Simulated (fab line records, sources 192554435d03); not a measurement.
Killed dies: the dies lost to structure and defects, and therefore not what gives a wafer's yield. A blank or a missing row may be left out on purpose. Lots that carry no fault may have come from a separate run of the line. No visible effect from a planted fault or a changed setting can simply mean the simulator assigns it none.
8D (eight disciplines) problem report, filled in by code    flow n5-finfet    the parts of the form that need people (team, actions taken, sign-off) are left out

## 1. WHAT WENT WRONG
Mean of run-length-s at N5_PASSIVATION_PECVD_53: 151.8 s across 3 wafers in 2 lots; on wafers with no fault it is 196.8 s (standard deviation 0.47). Measured from the usual mean, that is -96 standard deviations.
The step: deposits SiO2 from TEOS/O2, target thk 800 nm, time 169.4 s.
Seen first at day 16 04:35 on pecvd-02, wafer L622.1. The record holds 36 wafers of 13 lots with a number at this step. Rule for "out", or "out of limits": more than 4 standard deviations from the usual mean. Any other wafer with a number is counted as sound.

## 2. WHAT IT IS AND WHAT IT IS NOT
question                     is                      is not
which readings at this step  run-length-s            -
which lots                   L622, L624              L608, L610, L611, L613, L615, L616, L617, L619, L627, L628, L629
which wafers of those lots   L622.1, L622.3, L624.6  L622.2, L624.4, L624.5
read on which tools          pecvd-02                pecvd-03, pecvd-04
when                         from day 16 04:35       up to then (23 sound wafers); but 10 sound wafers of L624, L627, L628, L629 came after

## 3. THE SUSPECTS, EACH WITH WHAT RULES IT OUT
Counting: a tool at a process step up to the reading stays a suspect if it ran every lot that is out. Sound lots after the first of them don't rule it out here, since some wafers of a struck lot are sound.
- pvd-sputter-02 at N5_MIM_BOT_SPUTTER_00 (material TiN, target thk 35 nm, time 89.7 s): kept. Ran every lot that is out, first one L622 (day 15 20:02); last sound lot up to then L617 (day 14 17:01).
- pecvd-02 at N5_PASSIVATION_PECVD_53 (deposits SiO2 from TEOS/O2, target thk 800 nm, time 169.4 s): kept. Ran every lot that is out, first one L622 (day 16 04:35); last sound lot up to then L615 (day 14 15:28). Out on those wafers are its own readings of run-length-s.
The count leaves pecvd-02 at N5_PASSIVATION_PECVD_53 and pvd-sputter-02 at N5_MIM_BOT_SPUTTER_00.

## 4. THE CAUSE (what the simulator had put in)
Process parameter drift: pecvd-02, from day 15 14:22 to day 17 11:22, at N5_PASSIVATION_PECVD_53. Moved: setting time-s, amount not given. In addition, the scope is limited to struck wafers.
Of the 2 suspects that counting leaves, this tool is one.

## 5. THE EFFECT CHAIN, in route order
One row per reading whose mean, taken over the struck wafers that have a number, lies over 3 standard deviations from the usual. Readings are gone through only where the record gives a usual standard deviation; hours: the median, over the lots, of the time from a lot's start at the first step in this table giving one to that lot's start at this step; sigmas: the change measured in usual standard deviations.
hours  step                     reading             usual    on struck wafers  change  sigmas
0      N5_PASSIVATION_PECVD_53  run-length-s        196.8 s  151.8             -45.0   -96
5      N5_PASSIVATION_PROBE_49  killed_at_M0_to_M3  34       65                +31     +3.1
Process steps it contains:
- N5_PASSIVATION_PECVD_53: deposits SiO2 from TEOS/O2, target thk 800 nm, time 169.4 s.
- N5_PASSIVATION_PROBE_49

## 6. HOW IT WOULD HAVE BEEN CAUGHT EARLIER
In this record the first reading out of limits was taken at day 16 04:35, 14 hours after the fault began at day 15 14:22.
